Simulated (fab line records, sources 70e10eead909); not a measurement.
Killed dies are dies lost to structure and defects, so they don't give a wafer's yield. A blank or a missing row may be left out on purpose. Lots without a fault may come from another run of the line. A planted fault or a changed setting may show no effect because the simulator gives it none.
Chamber matching | flow nand_harc | NHARC_A_STAIRCASE_DEP_156 on pecvd-02: 3 sister chambers
The step deposits SiNx, target thk 50 nm. 3 wafers are shown with their chamber, then 11 later ones without.

WAFERS WITH THEIR CHAMBER
wafer  | chamber | heater_power_w (W)
L080.3 | 2       | 534
L085.1 | 1       | 608
L084.1 | 0       | 829

WAFERS WITHOUT THEIR CHAMBER
wafer  | heater_power_w (W)
L084.5 | 838
L084.6 | 673
L086.2 | 817
L086.5 | 545
L086.6 | 662
L087.1 | 812
L087.2 | 560
L087.6 | 573
L094.1 | 683
L094.4 | 835
L094.5 | 573

WHICH CHAMBER EACH WENT THROUGH
wafer  | from the rows above          | in truth
L084.5 | 0                            | 0
L084.6 | can't be placed: 1 or 2      | 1
L086.2 | 0                            | 0
L086.5 | can't be placed: 2 or 1      | 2
L086.6 | can't be placed: 1 or 2      | 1
L087.1 | 0                            | 0
L087.2 | can't be placed: 2 or 1      | 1
L087.6 | can't be placed: 1 or 2      | 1
L094.1 | can't be placed: 1 or 0 or 2 | 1
L094.4 | 0                            | 0
L094.5 | can't be placed: 1 or 2      | 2
Placed correctly: 4 of 11. Can't be placed from these rows: 7 (the true chamber is among the candidates in 7). Placed wrongly: 0.
How it was worked out, from the rows above alone: a wafer's distance from a chamber is the root of the sum, over the readings, of the square of ((its reading less the chamber's mean) divided by the reading's scatter). The wafer belongs to the nearest chamber; if the next one is less than 2 further off, it can't be placed. A chamber's mean is the mean of its shown wafers. The scatter: with one shown wafer a chamber, the root of the mean of the squares of how far each hidden wafer lies from its nearest shown one.
